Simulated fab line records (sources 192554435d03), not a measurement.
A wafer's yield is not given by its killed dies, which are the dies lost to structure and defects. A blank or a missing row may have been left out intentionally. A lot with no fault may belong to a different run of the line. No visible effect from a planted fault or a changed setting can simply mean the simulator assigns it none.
Chamber matching | flow n5_finfet | N5_BEOL_M15_ETCH_59 on rie_diel-02 has 4 sister chambers
The step etches BARC in N2/H2, target depth 89 nm, overetch 26.7 nm, time 67.9 s. 4 wafers are shown with their chamber, then 9 later ones without.

== EACH WAFER AND ITS CHAMBER ==
wafer  | chamber | throttle_valve_pct (%)
L092.4 | 0       | 17.1
L094.1 | 1       | 17.7
L094.2 | 2       | 18.2
L094.3 | 3       | 17.7

== WAFERS WITHOUT THEIR CHAMBER ==
wafer  | throttle_valve_pct (%)
L094.4 | 17.7
L094.5 | 18.2
L094.6 | 17.7
L093.2 | 17.7
L093.3 | 17.7
L093.5 | 18.2
L096.2 | 17.7
L096.4 | 17.7
L096.6 | 18.3

== WHICH CHAMBER EACH WENT THROUGH ==
wafer  | from the rows above     | in truth
L094.4 | can't be placed: 1 or 3 | 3
L094.5 | 2                       | 2
L094.6 | can't be placed: 1 or 3 | 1
L093.2 | can't be placed: 1 or 3 | 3
L093.3 | can't be placed: 1 or 3 | 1
L093.5 | 2                       | 2
L096.2 | can't be placed: 1 or 3 | 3
L096.4 | can't be placed: 1 or 3 | 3
L096.6 | 2                       | 2
Placed correctly: 3 of 9. Cannot be placed on the basis of these rows: 6; the candidates contain the true chamber in 6. Number placed wrongly: 0.
How it was worked out, from the rows above alone: a wafer's distance from a chamber is the root of the sum, over the readings, of the square of ((its reading less the chamber's mean) divided by the reading's scatter). The wafer belongs to the nearest chamber; if the next one is less than 2 further off, it can't be placed. Each chamber's mean is taken over the wafers shown for it. The scatter: with one shown wafer a chamber, the root of the mean of the squares of how far each hidden wafer lies from its nearest shown one.
